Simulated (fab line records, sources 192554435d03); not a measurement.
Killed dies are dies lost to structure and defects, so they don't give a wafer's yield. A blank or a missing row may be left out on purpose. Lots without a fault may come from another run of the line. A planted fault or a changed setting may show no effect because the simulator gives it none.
One fault seen from 3 desks | flow n5_finfet | each desk has only its own numbers; what lay behind them comes last
Where a reading is given only as a bound, like >300, the bound stands for it, and a mean or a difference that rests on one is marked > or <: the true number lies beyond.

THE METROLOGY DESK
What the gauges read, lot by lot, whatever tool the lot ran on: means of the sampled wafers that have a number. A lot is out of limits, marked OUT, if its mean lies more than 4 standard deviations from the usual mean; the brackets give that distance. Of its 11 readings 7 are shown: those that lie furthest out on some lot.
Columns: A = DIBL_N at N5_BEOL_M4_RC_MEAS_101, usual 35.9 mV/V; B = DIBL_P at N5_BEOL_M4_RC_MEAS_101, usual 35.9 mV/V; C = IOFF_N at N5_BEOL_M4_RC_MEAS_101, usual 0.155 nA/um; D = IOFF_P at N5_BEOL_M4_RC_MEAS_101, usual 0.201 nA/um; E = ION_P at N5_BEOL_M4_RC_MEAS_101, usual 460 uA/um; F = VT_N at N5_BEOL_M4_RC_MEAS_101, usual 250.0 mV; G = VT_P at N5_BEOL_M4_RC_MEAS_101, usual -251.6 mV
lot  | first seen here | A    | B    | C     | D     | E   | F     | G
L465 | day 2 17:19     | 36.6 | 37.0 | 0.165 | 0.225 | 461 | 247.9 | -250.8
L466 | day 2 21:33     | 34.8 | 34.0 | 0.132 | 0.193 | 457 | 254.1 | -250.2
L468 | day 3 08:05     | 36.6 | 35.9 | 0.150 | 0.193 | 459 | 250.9 | -253.3
L471 | day 4 01:55     | 35.1 | 36.5 | 0.146 | 0.176 | 456 | 251.1 | -253.8
L472 | day 4 09:34     | 34.4 | 34.1 | 0.133 | 0.150 | 448 | 251.7 | -256.6
L473 | day 4 16:03     | 37.5 | 37.8 | 0.186 | 0.202 | 457 | 247.0 | -251.8
L485 | day 7 13:38     | 38.4 | 39.1 | 0.198 | 0.247 | 465 | 245.2 | -249.8
L487 | day 8 01:32     | 36.0 | 35.3 | 0.148 | 0.183 | 455 | 250.5 | -253.2
This desk's finding: nothing out of limits on any of the 8 lots.

THE TOOL OWNER'S DESK: rie_si-05
The tool's own readings at N5_DUMMY_GATE_TRIM_49 (chemistry O2, time 29 s, target cd 14 nm): means of the sampled wafers that have a number, for each lot that ran on this tool. A lot is out of limits, marked OUT, if its mean lies more than 4 standard deviations from the usual mean; the brackets give that distance.
Columns: A = drypump_motor_current_A at N5_DUMMY_GATE_TRIM_49, usual 5.7 A; B = oes_product_au at N5_DUMMY_GATE_TRIM_49, usual 0.999 a.u.; C = throttle_valve_pct at N5_DUMMY_GATE_TRIM_49, usual 8.19 %
lot  | first seen here | A   | B     | C
L465 | day 3 02:14     | 5.8 | 1.008 | 8.23
L466 | day 3 07:11     | 5.9 | 1.007 | 8.25
L468 | day 3 17:28     | 5.8 | 1.004 | 8.22
L471 | day 4 11:44     | 5.7 | 1.013 | 8.19
L473 | day 5 00:59     | 5.8 | 1.000 | 8.28
This desk's finding: nothing out of limits on any of the 5 lots.

THE DEFECT DESK
What the inspections along the route counted, lot by lot: means of the sampled wafers that have a number. A lot is out of limits, marked OUT, if its mean lies more than 4 standard deviations from the usual mean; the brackets give that distance.
Columns: A = raw_defect_count at N5_DUMMY_GATE_INSPECT_27, usual 313; B = raw_defect_count at N5_SPACER0_INSPECT_04, usual 142; C = raw_defect_count at N5_SD_EPI_N_INSPECT_11, usual 1.9
lot  | first seen here | A              | B              | C
L465 | day 3 03:09     | 291            | 158            | 1.7
L466 | day 3 08:06     | 276            | 148            | 0.7
L468 | day 3 18:25     | 298            | 139            | 2.0
L471 | day 4 12:39     | 1812 (+21) OUT | 1588 (+44) OUT | >300 (+99 or more) OUT
L472 | day 4 20:23     | 304            | 150            | 2.3
L473 | day 5 01:55     | 1696 (+19) OUT | 1549 (+43) OUT | >300 (+99 or more) OUT
L485 | day 7 23:41     | 214            | 110            | 2.3
L487 | day 8 11:29     | 351            | 164            | 1.3
This desk's finding: out of limits on L471, L473; first on L471, day 4 12:39 (raw_defect_count at N5_DUMMY_GATE_INSPECT_27). In limits: L465, L466, L468, L472, L485, L487.

PUT TOGETHER
The defect desk could have raised an alarm at day 4 12:39, on L471, L473.
The metrology desk saw nothing out of limits.
The tool owner's desk saw nothing out of limits.
The metrology desk has L471, L473 on record, within its limits.
The tool owner's desk has L471, L473 on record, within its limits.
Of the lots named, all ran N5_DUMMY_GATE_TRIM_49 on rie_si-05.

WHAT THE SIMULATOR HAD PUT IN
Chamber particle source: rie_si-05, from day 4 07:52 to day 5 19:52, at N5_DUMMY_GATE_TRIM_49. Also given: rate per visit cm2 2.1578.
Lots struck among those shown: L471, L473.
Hours from the fault's start to each desk's first reading out of limits: the defect desk, 5.
